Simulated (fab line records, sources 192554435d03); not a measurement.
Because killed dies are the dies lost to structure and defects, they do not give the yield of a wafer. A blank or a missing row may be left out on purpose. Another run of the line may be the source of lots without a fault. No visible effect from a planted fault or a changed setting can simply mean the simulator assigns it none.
2 desks, one fault | flow n5 finfet | numbers are kept per desk, each desk with only its own; the story behind them comes last

== AT THE METROLOGY DESK ==
Lot by lot, what the gauges showed, no matter which tool ran the lot: averages of those sampled wafers that carry a number. A lot is out of limits, marked OUT, if its mean lies more than 4 standard deviations from the usual mean; the brackets give that distance. 7 of its 10 readings are shown, namely those furthest out on some lot.
Columns: A = DIBL_N at N5_BEOL_M4_RC_MEAS_101, usual 37.2 mV/V; B = DIBL_P at N5_BEOL_M4_RC_MEAS_101, usual 38 mV/V; C = IOFF_N at N5_BEOL_M4_RC_MEAS_101, usual 0.17 nA/um; D = SS_N at N5_BEOL_M4_RC_MEAS_101, usual 71.8 mV/dec; E = SS_P at N5_BEOL_M4_RC_MEAS_101, usual 73.6 mV/dec; F = VT_N at N5_BEOL_M4_RC_MEAS_101, usual 250 mV; G = VT_P at N5_BEOL_M4_RC_MEAS_101, usual -249 mV
lot  | first seen here | A    | B  | C    | D    | E    | F   | G
L862 | day 9 19:04     | 37.7 | 38 | 0.17 | 72.5 | 74.1 | 250 | -248
L864 | day 9 20:43     | 38.5 | 39 | 0.18 | 72.1 | 74.2 | 251 | -249
L865 | day 9 22:03     | 33.4 | 34 | 0.11 | 70.5 | 72.6 | 256 | -254
L869 | day 10 17:22    | 36.4 | 37 | 0.18 | 72.4 | 73.7 | 250 | -251
L879 | day 13 02:53    | 37.2 | 37 | 0.15 | 71.6 | 73.5 | 251 | -248
L882 | day 14 02:14    | 32.9 | 34 | 0.12 | 70.4 | 72.1 | 254 | -254
L881 | day 14 03:52    | 38.4 | 36 | 0.15 | 71.9 | 72.6 | 254 | -249
Finding of this desk: none of the 7 lots has anything out of limits.

== DESK OF THE TOOL OWNER: rie diel-01 ==
The tool's own readings at N5_BEOL_M3_ETCHBACK_99 (etches SiO2 in CHF3, target depth 5 nm, time 10.4 s): means of the sampled wafers that have a number, for each lot that ran on this tool. A lot is out of limits, marked OUT, if its mean lies more than 4 standard deviations from the usual mean; the brackets give that distance. 7 of its 8 readings are shown, namely those furthest out on some lot.
Columns: A = CHF3_flow_sccm at N5_BEOL_M3_ETCHBACK_99, usual 12.00 sccm; B = bias w at N5_BEOL_M3_ETCHBACK_99, usual 46.97 W; C = drypump motor current A at N5_BEOL_M3_ETCHBACK_99, usual 5.8 A; D = mfc ar sccm at N5_BEOL_M3_ETCHBACK_99, usual 200.0 sccm; E = oes product au at N5_BEOL_M3_ETCHBACK_99, usual 0.82 a.u.; F = showerhead plenum p Torr at N5_BEOL_M3_ETCHBACK_99, usual 2.16 Torr; G = throttle valve pct at N5_BEOL_M3_ETCHBACK_99, usual 16.97 %
lot  | first seen here | A     | B     | C   | D     | E    | F    | G
L862 | day 9 00:50     | 12.02 | 46.95 | 5.7 | 199.7 | 0.85 | 2.17 | 16.95
L864 | day 9 03:56     | 12.03 | 47.00 | 5.4 | 199.6 | 0.88 | 2.12 | 16.82
L879 | day 12 12:55    | 11.96 | 47.01 | 5.3 | 200.0 | 0.85 | 2.11 | 16.80
L882 | day 13 07:56    | 11.99 | 46.89 | 5.6 | 199.5 | 0.84 | 2.14 | 16.98
Finding of this desk: none of the 4 lots has anything out of limits.

== PUT TOGETHER ==
At the metrology desk, nothing out of limits was observed.
The tool owner's desk saw nothing out of limits.

== WHAT HAD BEEN PUT IN BY THE SIMULATOR ==
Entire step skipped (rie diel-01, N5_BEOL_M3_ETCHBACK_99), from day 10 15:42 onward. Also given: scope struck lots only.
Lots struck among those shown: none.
